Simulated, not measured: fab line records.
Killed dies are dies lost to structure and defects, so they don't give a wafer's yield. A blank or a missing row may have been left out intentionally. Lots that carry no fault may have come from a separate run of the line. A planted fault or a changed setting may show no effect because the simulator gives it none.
fab line records | flow nandHarc | part 1 of 2: steps 1 to 29 of 38
record: lots: 5 wafers: 15 lastDay: 33
route steps=1302 shown P_M0@272 P_M1@285
lots with no fault: from the same line, run without faults
startH: hours from the record's opening day to when the first of the lot's shown wafers began | waitH: time in hours since the lot's previous step | " unchanged from the row above | L1.1+2: a row that stands for several wafers | - no value, or no start was given | * or withheld: withheld | < > ~ a bound
route shown NAME@n: names a module that has steps shown in the file, with the first one's number in the route | usual: the fault-free wafers' mean and standard deviation | same: alike in all rows | chamber/n: place in a boat | sites: per-site readings | _std_site: the values' standard deviation | _edge_site: the outer-site mean with the inner-site mean subtracted | radiusMm: for every site, how far away it sits from the centre of the wafer | mask NAME#n: copy n | behind: the most recent tool/chamber to have shaped the wafer | hold: cause of the lot's hold/its duration in hours/its outcome | device: the n, p or np transistor that did not switch | end of line: the same wafers' tests at the end of the route | a step given without rows: its recipe and nothing more | killed: the dies lost at the first sort to structure and to defects; this is not the yield of the wafer | map: dies across one wafer; x = killed, . = not, _ = none there
set.NAME: setting as actually run; set.NAME@STEP: the setting as run at that earlier step | model.NAME: the simulator's own value behind a step, which no gauge read
lots at selected steps of the route; one table per step, one row per wafer
services: when a tool's chamber went out of use (startH, in hours from the record's first day, below 0 if earlier), for how many hours, and the reason
== steps ==
step: NHARC_P_M0_DEGAS_28
recipe: tempC: 250 timeS: 60
usual: heaterPowerW: 331/30
columns lot.wafer tool chamber startH waitH heaterPowerW
L078.4 pvdSputter-01 - 167.18 - 275
L078.2 " - " " 297
L078.5 " - " " 287
L080.2 pvdSputter-02 - 179.63 - 366
L080.1 " - " " 327
L080.4 " - " " 355
L091.2 pvdSputter-01 - 291.92 - 310
L091.3 " - " " 380
L091.1 " - " " 297
L094.4 pvdSputter-01 - 326.17 - 303
L094.1 " - " " 342
L094.6 " - " " 346
L097.3 pvdSputter-02 - 349.62 - 360
L097.6 " - " " 323
L097.5 " - " " 334
step: NHARC_P_M0_PRE_CLEAN_29
recipe: timeS: 30 tempC: 280 gas: H2/He
usual: heaterPowerW: 407/38
columns lot.wafer tool chamber startH waitH heaterPowerW
L078.2 pvdSputter-01 - - - 357
L078.4 " - " " 432
L078.5 " - " " 482
L080.4 pvdSputter-02 - - - 412
L080.1 " - " " 435
L080.2 " - " " 428
L091.1 pvdSputter-01 - - - 359
L091.2 " - " " 426
L091.3 " - " " 374
L094.4 pvdSputter-01 - - - 375
L094.1 " - " " 460
L094.6 " - " " 425
L097.3 pvdSputter-02 - - - 460
L097.5 " - " " 427
L097.6 " - " " 449
step: NHARC_P_M0_PVD_20
recipe: targetThkA: 50 biasV: 168.6 powerW: 15000 chamberPressurePa: 0.12 timeS: 8.06 substrateTempC: 50 material: TaN
usual: throttleValvePct: 30.1/0.95
columns lot.wafer tool chamber startH waitH throttleValvePct
L078.4 pvdSputter-01 - - - 29.2
L078.2 " - " " 31.0
L078.5 " - " " 28.9
L080.4 pvdSputter-02 - - - 30.5
L080.1 " - " " 30.3
L080.2 " - " " 30.7
L091.3 pvdSputter-01 - - - 30.0
L091.1 " - " " 31.4
L091.2 " - " " 31.2
L094.4 pvdSputter-01 - - - 31.6
L094.1 " - " " 31.5
L094.6 " - " " 30.2
L097.3 pvdSputter-02 - - - 29.7
L097.5 " - " " 28.3
L097.6 " - " " 30.0
step: NHARC_P_M0_PVD_21
recipe: targetThkA: 300 chamberPressurePa: 5 powerW: 5000 substrateTempC: 30 timeS: 20.49 material: Cu
usual: throttleValvePct: 30.1/1
columns lot.wafer tool chamber startH waitH throttleValvePct
L078.4 pvdSputter-01 - - - 31.0
L078.2 " - " " 29.4
L078.5 " - " " 30.5
L080.2 pvdSputter-02 - - - 30.7
L080.1 " - " " 30.2
L080.4 " - " " 28.4
L091.1 pvdSputter-01 - - - 30.0
L091.3 " - " " 29.1
L091.2 " - " " 31.6
L094.1 pvdSputter-01 - - - 31.5
L094.4 " - " " 29.8
L094.6 " - " " 29.1
L097.3 pvdSputter-02 - - - 30.0
L097.6 " - " " 29.5
L097.5 " - " " 28.3
step: NHARC_P_M0_ECD_22
recipe: targetThkA: 4000 bathTempC: 25 material: Cu
usual: bathTempC: 25.01/0.12
columns lot.wafer tool chamber startH waitH bathTempC
L078.2 ecdCu-02 1 167.59 - 24.99
L078.4 " 0 " " 24.82
L078.5 " 1 " " 24.90
L080.2 ecdCu-01 1 179.99 - 25.17
L080.1 " 0 " " 24.95
L080.4 " 1 " " 25.08
L091.1 ecdCu-01 0 292.28 - 25.18
L091.2 " 1 " " 24.92
L091.3 " 1 " " 24.87
L094.1 ecdCu-01 1 326.53 - 24.87
L094.4 " 1 " " 24.96
L094.6 " 1 " " 24.90
L097.3 ecdCu-02 0 350.07 - 25.07
L097.6 " 0 " " 25.00
L097.5 " 1 " " 25.02
step: NHARC_P_M0_ANNEAL_30
recipe: tempC: 225 timeS: 90
usual: wafer_temp_C_max: 226.15/0.27
columns lot.wafer tool chamber startH waitH wafer_temp_C_max
L078.2 rtpAnneal-02 0 167.97 0.3 226.34
L078.4 " 0 " " 225.73
L078.5 " 0 " " 226.14
L080.1 rtpAnneal-02 0 180.37 0.3 226.39
L080.2 " 0 " " 225.93
L080.4 " 0 " " 226.41
L091.1 rtpAnneal-02 0 292.66 - 226.47
L091.2 " 0 " " 226.45
L091.3 " 0 " " 226.14
L094.1 rtpAnneal-01 0 326.91 - 226.80
L094.4 " 0 " " 225.80
L094.6 " 0 " " 225.95
L097.3 rtpAnneal-02 0 350.48 - 226.23
L097.5 " 0 " " 226.22
L097.6 " 0 " " 226.13
step: NHARC_P_M0_CMP_23
recipe: tOverpolishS: 20 targetThkNm: 117.54
usual: motorCurrentA: 12.4/1.3 timeToEndpointS: 26.7/2.3
columns lot.wafer tool chamber startH waitH motorCurrentA timeToEndpointS
L078.2 cmp-01 2 168.29 - 13.8 23.7
L078.4 " 0 " " 13.3 24.8
L078.5 " 2 " " 13.9 24.9
L080.4 cmp-01 1 180.75 - 11.4 25.9
L080.1 " 2 " " 13.7 24.4
L080.2 " 3 " " 12.2 28.0
L091.2 cmp-03 0 293.01 - 11.9 26.5
L091.1 " 2 " " 14.8 27.1
L091.3 " 3 " " 12.1 28.7
L094.4 cmp-01 0 327.25 - 13.5 30.0
L094.1 " 2 " " 14.1 27.0
L094.6 " 1 " " 12.3 26.1
L097.3 cmp-03 3 350.75 - 12.2 32.2
L097.5 " 2 " " 15.2 29.1
L097.6 " 3 " " 11.4 32.7
step: NHARC_P_M0_THK_MEAS_24
recipe: thkMeasGauge: xrf
usual: thkNm: 116.9/1.4
columns lot.wafer tool chamber startH waitH thkNm
L078.2 filmMetro-01 - 168.57 - 115.7
L078.4 " - " " 116.0
L078.5 " - " " 116.4
L080.1 filmMetro-02 - 181.04 - 116.4
L080.2 " - " " 116.7
L080.4 " - " " 116.5
L091.1 filmMetro-01 - 293.33 - 117.3
L091.2 " - " " 114.1
L091.3 " - " " 118.1
L094.1 filmMetro-01 - 327.56 - 116.5
L094.4 " - " " 117.0
L094.6 " - " " 118.3
L097.3 filmMetro-02 - 351.04 - 119.8
L097.5 " - " " 119.0
L097.6 " - " " 118.8
step: NHARC_P_M0_SRD_25
columns lot.wafer tool chamber startH waitH
L078.4+5+2 wetBench-10 1,3,6 168.61 0.0
L080.4+2+1 wetBench-08 2,4,7 181.08 0.0
L091.3+2+1 wetBench-10 5,6,0 293.38 0.0
L094.6+4+1 wetBench-10 2,4,5 327.61 0.0
L097.5+6+3 wetBench-08 3,4,6 351.09 0.0
step: NHARC_P_M0_INSPECT_27
usual: rawDefectCount: 341/130
columns lot.wafer tool chamber startH waitH rawDefectCount
L078.2 defectInspect-01 - 168.73 0.0 390
L078.4 " - " " 229
L078.5 " - " " 324
L080.1 defectInspect-01 - 181.19 0.0 199
L080.2 " - " " 346
L080.4 " - " " 244
L091.1 defectInspect-02 - 293.49 0.0 236
L091.2 " - " " 540
L091.3 " - " " 211
L094.1 defectInspect-02 - 327.72 0.0 346
L094.4 " - " " 359
L094.6 " - " " 276
L097.3 defectInspect-01 - 351.20 0.0 404
L097.5 " - " " 241
L097.6 " - " " 455
step: NHARC_P_M0_PRE_CLEAN_31
recipe: timeS: 12 tempC: 370 rfPowerW: 300 gas: NH3
usual: heaterPowerOuterW: 347/34 heaterPowerW: 594/80
columns lot.wafer tool chamber startH waitH heaterPowerOuterW heaterPowerW
L078.2 pecvd-02 2 168.80 0.1 320 550
L078.4 " 0 " " 364 605
L078.5 " 1 " " 267 463
L080.1 pecvd-01 0 181.28 0.1 382 687
L080.2 " 1 " " 411 715
L080.4 " 0 " " 386 673
L091.1 pecvd-03 0 293.56 0.1 351 549
L091.2 " 1 " " 387 742
L091.3 " 2 " " 361 532
L094.1 pecvd-02 1 327.79 0.1 305 531
L094.6 " 2 " " 316 546
L094.4 " 0 " " 323 542
L097.3 pecvd-02 0 351.29 0.1 310 527
L097.5 " 1 " " 289 494
L097.6 " 0 " " 299 532
step: NHARC_P_M0_DEP_32
recipe: targetThkA: 300 tempC: 370 targetThkNm: 30 pressureTorr: 3 flowSccm: 200 rfW: 450 material: SiCN
usual: heaterPowerOuterW: 309/36 heaterPowerW: 542/79
columns lot.wafer tool chamber startH waitH heaterPowerOuterW heaterPowerW
L078.2 pecvd-02 2 168.88 0.1 248 445
L078.4 " 0 " " 268 471
L078.5 " 1 " " 294 497
L080.1 pecvd-01 0 181.38 0.1 324 569
L080.2 " 1 " " 311 568
L080.4 " 0 " " 322 590
L091.1 pecvd-03 0 293.64 0.1 287 479
L091.2 " 1 " " 352 735
L091.3 " 2 " " 299 448
L094.1 pecvd-02 1 327.86 0.1 283 474
L094.6 " 2 " " 297 532
L094.4 " 0 " " 234 437
L097.3 pecvd-02 0 351.43 0.1 243 437
L097.5 " 1 " " 308 536
L097.6 " 0 " " 243 438
step: NHARC_P_M1_DEP_00
recipe: targetThkA: 1825 targetThkNm: 182.5 tempC: withheld pressureTorr: 5 flowSccm: 200 rfW: 600 material: SiOC
columns lot.wafer tool chamber startH waitH
L078.2+4+5 pecvd-02 2,2,0 - -
L080.1+2+4 pecvd-02 1,2,1 181.80 -
L091.3+2+1 pecvd-03 0,1,2 - -
L094.1+4+6 pecvd-03 2,2,1 328.28 -
L097.3+6+5 pecvd-02 1,2,0 - -
step: NHARC_P_M1_DEHYDRATE_01
recipe: tempC: 150 timeS: 120
columns lot.wafer tool chamber startH waitH
L078.2+4+5 lithoTrack-01 0 169.71 -
L080.1+2+4 lithoTrack-01 0 182.15 -
L091.1+2+3 lithoTrack-01 0 294.43 -
L094.1+4+6 lithoTrack-06 0 328.68 -
L097.3+5+6 lithoTrack-04 0 352.15 -
step: NHARC_P_M1_HMDS_02
recipe: timeS: 30
columns lot.wafer tool chamber startH waitH
L078.2+4+5 lithoTrack-01 0 - -
L080.1+2+4 lithoTrack-01 0 - -
L091.1+2+3 lithoTrack-01 0 - -
L094.1+4+6 lithoTrack-06 0 - -
L097.3+5+6 lithoTrack-04 0 - -
step: NHARC_P_M1_COAT_34
recipe: tempC: 200 timeS: 65
columns lot.wafer tool chamber startH waitH
L078.2+4+5 lithoTrack-01 0 - -
L080.1+2+4 lithoTrack-01 0 - -
L091.1+2+3 lithoTrack-01 0 - -
L094.1+4+6 lithoTrack-06 0 - -
L097.3+5+6 lithoTrack-04 0 - -
step: NHARC_P_M1_COAT_03
recipe: spinRpm: 1500 resistThkNm: 90
usual: spinSpeedRpm: 1500.0/1.1
columns lot.wafer tool chamber startH waitH spinSpeedRpm
L078.2 lithoTrack-01 0 - - 1500.0
L078.4 " 0 " " 1498.0
L078.5 " 0 " " 1500.0
L080.1 lithoTrack-01 0 - - 1502.6
L080.2 " 0 " " 1500.7
L080.4 " 0 " " 1498.7
L091.1 lithoTrack-01 0 - - 1498.0
L091.2 " 0 " " 1498.9
L091.3 " 0 " " 1498.8
L094.1 lithoTrack-06 0 - - 1500.4
L094.4 " 0 " " 1499.9
L094.6 " 0 " " 1500.9
L097.3 lithoTrack-04 0 - - 1499.6
L097.5 " 0 " " 1499.7
L097.6 " 0 " " 1499.0
step: NHARC_P_M1_SOFTBAKE_04
recipe: tempC: 105 timeS: 55
columns lot.wafer tool chamber startH waitH
L078.2+4+5 lithoTrack-01 0 - -
L080.1+2+4 lithoTrack-01 0 - -
L091.1+2+3 lithoTrack-01 0 - -
L094.1+4+6 lithoTrack-06 0 - -
L097.3+5+6 lithoTrack-04 0 - -
step: NHARC_P_M1_EBR_05
columns lot.wafer tool chamber startH waitH
L078.2+4+5 lithoTrack-01 0 - -
L080.1+2+4 lithoTrack-01 0 - -
L091.1+2+3 lithoTrack-01 0 - -
L094.1+4+6 lithoTrack-06 0 - -
L097.3+5+6 lithoTrack-04 0 - -
step: NHARC_P_M1_EXPOSE_06
recipe: na: 1.35 targetCdNm: 130 doseMj: 81.88 maskId: P_M1
usual: reticleTempC: 22.99/0.1
columns lot.wafer tool chamber startH waitH mask reticleTempC
L078.2 arfiScanner-02 0 170.00 - P_M1#0 23.05
L078.4 " 0 " " P_M1#0 23.18
L078.5 " 0 " " P_M1#0 23.17
L080.1 arfiScanner-01 0 182.44 - P_M1#0 23.12
L080.2 " 0 " " P_M1#0 22.97
L080.4 " 0 " " P_M1#0 22.99
L091.1 arfiScanner-02 0 294.71 - P_M1#0 23.09
L091.2 " 0 " " P_M1#0 23.09
L091.3 " 0 " " P_M1#0 23.05
L094.1 arfiScanner-01 0 328.97 - P_M1#0 22.86
L094.4 " 0 " " P_M1#0 22.93
L094.6 " 0 " " P_M1#0 22.85
L097.3 arfiScanner-03 0 352.44 - P_M1#0 22.82
L097.5 " 0 " " P_M1#0 22.82
L097.6 " 0 " " P_M1#0 22.85
step: NHARC_P_M1_PEB_07
recipe: pebTempC: 100 pebTimeS: 65
columns lot.wafer tool chamber startH waitH
L078.2+4+5 lithoTrack-06 0 170.06 0.1
L080.1+2+4 lithoTrack-04 0 182.50 0.1
L091.1+2+3 lithoTrack-01 0 294.77 0.1
L094.1+4+6 lithoTrack-04 0 329.03 0.1
L097.3+5+6 lithoTrack-04 0 352.50 0.0
step: NHARC_P_M1_DEVELOP_08
recipe: developTimeS: 35 devTempC: 23
columns lot.wafer tool chamber startH waitH
L078.2+4+5 lithoTrack-06 0 - -
L080.1+2+4 lithoTrack-04 0 - -
L091.1+2+3 lithoTrack-01 0 - -
L094.1+4+6 lithoTrack-04 0 - -
L097.3+5+6 lithoTrack-04 0 - -
step: NHARC_P_M1_CD_MEAS_09
recipe: targetCdNm: 130 landingEnergyEv: 500
usual: cdNm: 130.2/0.62
columns lot.wafer tool chamber startH waitH cdNm
L078.2 cdSem-03 0 170.14 - 130.1
L078.4 " 0 " " 131.0
L078.5 " 0 " " 130.4
L080.1 cdSem-02 0 182.58 - 129.4
L080.2 " 0 " " 129.6
L080.4 " 0 " " 131.0
L091.1 cdSem-02 0 294.85 - 130.1
L091.2 " 0 " " 130.0
L091.3 " 0 " " 131.1
L094.1 cdSem-01 0 329.11 - 130.8
L094.4 " 0 " " 129.9
L094.6 " 0 " " 130.2
L097.3 cdSem-01 0 352.58 - 129.5
L097.5 " 0 " " 130.9
L097.6 " 0 " " 130.4
step: NHARC_P_M1_OVL_MEAS_10
recipe: pitchNm: 260
usual: overlayXNm: 0.3/0.76 overlayYNm: 0.4/0.85
columns lot.wafer tool chamber startH waitH overlayXNm overlayYNm
L078.2 overlay-02 - 170.23 - -0.2 -1.0
L078.4 " - " " 0.0 -1.1
L078.5 " - " " -0.1 -0.8
L080.1 overlay-02 - 182.67 - -1.7 -0.2
L080.2 " - " " -0.6 -0.2
L080.4 " - " " -0.6 0.0
L091.1 overlay-01 - 294.94 - 0.5 -0.2
L091.2 " - " " 0.5 -0.5
L091.3 " - " " 0.3 -0.2
L094.1 overlay-02 - 329.20 - 0.9 0.4
L094.4 " - " " 0.5 -0.3
L094.6 " - " " 0.7 0.6
L097.3 overlay-02 - 352.66 - 0.6 2.3
L097.5 " - " " 0.6 1.4
L097.6 " - " " 0.6 1.3
step: NHARC_P_M1_INSPECT_11
usual: rawDefectCount: 4.6/2.9
columns lot.wafer tool chamber startH waitH rawDefectCount
L078.2 defectInspect-02 - 170.27 0.0 2
L078.4 " - " " 6
L078.5 " - " " 1
L080.1 defectInspect-01 - 182.70 0.0 3
L080.2 " - " " 4
L080.4 " - " " 2
L091.1 defectInspect-02 - 294.98 0.0 3
L091.2 " - " " 7
L091.3 " - " " 3
L094.1 defectInspect-02 - 329.24 0.0 4
L094.4 " - " " 4
L094.6 " - " " 4
L097.3 defectInspect-01 - 352.70 0.0 1
L097.5 " - " " 4
L097.6 " - " " 3
step: NHARC_P_M1_DESCUM_14
recipe: timeS: 3 o2FlowSccm: 200 arFlowSccm: 0 biasPowerW: 0 chemistry: O2
usual: drypumpMotorCurrentA: 5.9/0.48 oesProductAu: 0.999/0.0099 rfVppV: 57.9/0.91 showerheadPlenumPTorr: 1.92/0.068 throttleValvePct: 11.312/0.0088
columns lot.wafer tool chamber startH waitH drypumpMotorCurrentA oesProductAu rfHoursCounterH rfVppV showerheadPlenumPTorr throttleValvePct
L078.2 rieDiel-10 2 170.33 0.1 6.0 0.990 7 57.2 1.86 11.319
L078.4 " 3 " " 6.2 0.987 7 57.9 1.97 11.310
L078.5 " 2 " " 6.1 0.983 - 56.5 1.86 11.303
L080.1 rieDiel-10 2 182.76 0.1 6.0 0.981 8 57.5 1.86 11.317
L080.2 " 3 " " 6.2 0.985 9 57.7 1.97 11.305
L080.4 " 3 " " 6.2 1.000 - 58.5 1.97 11.319
L091.1 rieDiel-13 3 295.04 0.1 6.2 1.014 7 58.5 1.95 11.303
L091.2 " 0 " " 6.7 1.020 7 58.8 1.84 11.305
L091.3 " 1 " " 5.1 0.988 6 58.6 2.03 11.307
L094.4 rieDiel-10 3 329.31 0.1 6.2 0.989 6 58.1 1.97 11.310
L094.1 " 0 " " 5.9 1.011 7 56.6 1.86 11.318
L094.6 " 2 " " 6.0 1.012 - 58.3 1.86 11.319
L097.3 rieDiel-12 2 352.77 0.1 5.3 0.992 20 57.6 1.88 11.315
L097.5 " 2 " " 5.3 0.998 - 58.0 1.88 11.302
L097.6 " 3 " " 5.6 0.994 - 57.6 1.96 11.297
step: NHARC_P_M1_ETCH_35
recipe: targetDepthA: 400 overetchA: 120 timeS: 43.94 ionEnergyEv: 200 n2FlowSccm: 150 h2FlowSccm: 150 arFlowSccm: 0 rfW: 400 biasW: 150 chemistry: N2/H2
usual: drypumpMotorCurrentA: 5.9/0.5 oesProductAu: 0.999/0.0099 rfVppV: 430.8/2.2 showerheadPlenumPTorr: 2.05/0.078 throttleValvePct: 14.171/0.0087
columns lot.wafer tool chamber startH waitH drypumpMotorCurrentA oesProductAu rfHoursCounterH rfVppV showerheadPlenumPTorr throttleValvePct
L078.4 rieDiel-10 1 170.42 0.1 5.4 1.007 8 433.2 2.09 14.175
L078.2 " 2 " " 6.0 0.987 7 428.8 1.98 14.181
L078.5 " 0 " " 5.9 0.998 - 430.6 1.98 14.169
L080.1 rieDiel-10 2 182.87 0.1 6.0 1.000 8 429.0 1.98 14.182
L080.2 " 3 " " 6.2 0.991 9 432.1 2.10 14.178
L080.4 " 2 " " 6.0 0.991 - 429.3 1.98 14.153
L091.1 rieDiel-13 0 295.14 0.1 6.8 1.016 7 429.1 1.96 14.187
L091.3 " 1 " " 5.1 0.988 6 434.6 2.17 14.169
L091.2 " 3 " " 6.3 1.008 7 432.2 2.08 14.171
L094.4 rieDiel-10 1 329.38 0.1 5.4 1.003 6 431.1 2.08 14.182
L094.1 " 3 " " 6.2 0.996 6 431.7 2.10 14.180
L094.6 " 1 " " 5.4 1.008 - 429.5 2.08 14.159
L097.3 rieDiel-12 2 352.88 0.1 5.3 0.999 20 429.3 2.00 14.165
L097.6 " 3 " " 5.6 0.995 - 431.4 2.09 14.172
L097.5 " 0 " " 6.3 1.014 - 434.2 2.21 14.173
step: NHARC_P_M1_ETCH_15
recipe: targetDepthA: 1825 timeS: 91.2 c4f8FlowSccm: withheld arFlowSccm: 400 rfW: 600 biasW: 300 chemistry: C4F8/Ar
usual: oesProductAu: 0.955/0.019 rfVppV: 441.0/2.1
columns lot.wafer tool chamber startH waitH oesProductAu rfHoursCounterH rfVppV
L078.4 rieDiel-10 1 - - 0.922 8 442.7
L078.2 " 2 " " 0.915 7 438.2
L078.5 " 3 " " 0.931 - 443.1
L080.1 rieDiel-10 3 - - 0.960 9 440.5
L080.2 " 0 " " 0.961 9 438.0
L080.4 " 0 " " 0.977 - 439.5
L091.3 rieDiel-13 1 - - 0.901 6 443.5
L091.2 " 3 " " 0.929 7 442.0
L091.1 " 0 " " 0.932 7 439.2
L094.4 rieDiel-10 3 - - 0.966 6 441.9
L094.1 " 0 " " 0.983 7 440.1
L094.6 " 3 " " 0.969 - 441.4
L097.3 rieDiel-12 1 - - 0.946 18 444.6
L097.5 " 2 " " 0.930 - 439.5
L097.6 " 3 " " 0.934 - 440.5
step: NHARC_P_M1_CD_MEAS_16
usual: cdNm: 130.0/0.86
columns lot.wafer tool chamber startH waitH cdNm
L078.2 cdSem-01 - 170.63 - 131.3
L078.4 " - " " 130.3
L078.5 " - " " 131.3
L080.1 cdSem-01 - 183.11 - 131.4
L080.2 " - " " 129.5
L080.4 " - " " 131.3
L091.1 cdSem-03 - 295.39 - 130.0
L091.2 " - " " 129.6
L091.3 " - " " 131.4
L094.1 cdSem-01 - 329.60 - 130.6
L094.4 " - " " 130.3
L094.6 " - " " 131.0
L097.3 cdSem-03 - 353.13 - 130.4
L097.5 " - " " 130.3
L097.6 " - " " 129.7
